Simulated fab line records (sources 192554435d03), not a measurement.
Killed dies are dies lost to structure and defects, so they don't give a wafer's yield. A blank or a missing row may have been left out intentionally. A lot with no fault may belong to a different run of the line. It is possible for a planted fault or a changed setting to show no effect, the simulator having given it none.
Split-lot experiment + flow n5Finfet + 21 wafers read from 7 lots, route of 1938 steps

== SPLIT DETAILS ==
At N5_BEOL_M1_ETCH_64 (etches SOC in N2/H2, target depth 75 nm, overetch 15 nm, time 112.5 s), the setting sourceW was moved away from the recipe's 840 W on 6 of the 21 wafers read, by -15.3% to +5.8%. The other wafers ran this setting at the recipe's value.

The split's own step is where the reading is taken.

== THE READING ==
rfVppV, in V, at N5_BEOL_M1_ETCH_64 (etches SOC in N2/H2, target depth 75 nm, overetch 15 nm, time 112.5 s). Typical for fault-free wafers on this fab line: 524.1 V, with standard deviation 2 V.

| wafer  | tool, chamber at the split | sourceW as run, W | against the recipe | rfVppV, V | against lot-mates on the recipe |
|--------|----------------------------|-------------------|--------------------|-----------|---------------------------------|
| L080.4 | rieDiel-05, 0              | 840               | recipe             | 523.6     | -                               |
| L080.5 | rieDiel-05, 3              | 840               | recipe             | 524.9     | -                               |
| L080.6 | rieDiel-05, 2              | 840               | recipe             | 524.0     | -                               |
| L083.1 | rieDiel-03, 2              | 840               | recipe             | 525.4     | -                               |
| L083.3 | rieDiel-03, 3              | 768.2             | -8.5%              | 540.3     | +16.0                           |
| L083.4 | rieDiel-03, 0              | 840               | recipe             | 523.2     | -                               |
| L082.1 | rieDiel-05, 1              | 840               | recipe             | 523.0     | -                               |
| L082.3 | rieDiel-05, 3              | 840               | recipe             | 524.5     | -                               |
| L082.4 | rieDiel-05, 0              | 840               | recipe             | 523.3     | -                               |
| L085.1 | rieDiel-05, 1              | 711.6             | -15.3%             | 552.2     | no lot-mate on the recipe       |
| L085.2 | rieDiel-05, 3              | 711.6             | -15.3%             | 555.5     | no lot-mate on the recipe       |
| L085.3 | rieDiel-05, 0              | 711.6             | -15.3%             | 552.7     | no lot-mate on the recipe       |
| L087.3 | rieDiel-05, 1              | 840               | recipe             | 523.1     | -                               |
| L087.4 | rieDiel-05, 0              | 800.6             | -4.7%              | 532.1     | +9.0                            |
| L087.6 | rieDiel-05, 3              | 840               | recipe             | 523.1     | -                               |
| L092.1 | rieDiel-06, 1              | 840               | recipe             | 527.3     | -                               |
| L092.4 | rieDiel-06, 0              | 840               | recipe             | 523.5     | -                               |
| L092.5 | rieDiel-06, 3              | 840               | recipe             | 523.1     | -                               |
| L093.1 | rieDiel-06, 2              | 840               | recipe             | 521.8     | -                               |
| L093.4 | rieDiel-06, 2              | 888.9             | +5.8%              | 514.6     | -11.5                           |
| L093.6 | rieDiel-06, 1              | 840               | recipe             | 530.4     | -                               |

FIT RESULTS
A straight line over all 21 wafers: rfVppV changes by -1.89 V for each +1% of sourceW; r = -0.99; the points scatter about the line by 2 V.
The same after taking each lot's own level away (the mean of its wafers on the recipe; 18 wafers): -1.91 V for each +1%; r = -0.95; scatter 1.8 V.
According to that fit, moving sourceW by its largest amount changes the reading by 29 V.
The lots' own levels span 523.10 to 526.10 V, that is 1.5 times the standard deviation above.
The two slopes are in agreement: the lot-to-lot level therefore moves the slope only a little.
Check: for one of the wafers moved furthest among these (-8.5%), held out of the fit, the line's prediction against its lot-mates is +16.7 V. It came out at +16 V against them.
Tool readings at the split's step, against how far the setting was moved: rfVppV r = -0.99.

== THESE WAFERS: OTHER SPLITS ==
These wafers also went through other splits before the reading. Each is held against what the fit with the lots' levels taken away leaves over:
| other split on the same wafers          | wafers away from the commonest value | r with rfVppV (lot level and that fit taken away) |
|-----------------------------------------|--------------------------------------|---------------------------------------------------|
| N5_GATE_CUT_COAT_27 spinRpm             | 8                                    | +0.43                                             |
| N5_GATE_CUT_ETCH_36 cf4FlowSccm         | 4                                    | -0.01                                             |
| N5_GATE_CUT_ALD_22 aldCycles            | 3                                    | -0.14                                             |
| N5_MOL_CONTACT_COAG_ALD_27 aldCycles    | 7                                    | +0.31                                             |
| N5_MOL_CONTACT_COAG_COAT_76 spinRpm     | 7                                    | +0.16                                             |
| N5_BEOL_M0_SAQP_COAT_81 spinRpm         | 5                                    | -0.19                                             |
| N5_BEOL_M0_SAQP_DEVELOP_13 developTimeS | 5                                    | -0.15                                             |

== FILE'S OWN FIT ==
rfVppV changes by -1.9 V for each +1% of sourceW, r = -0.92.
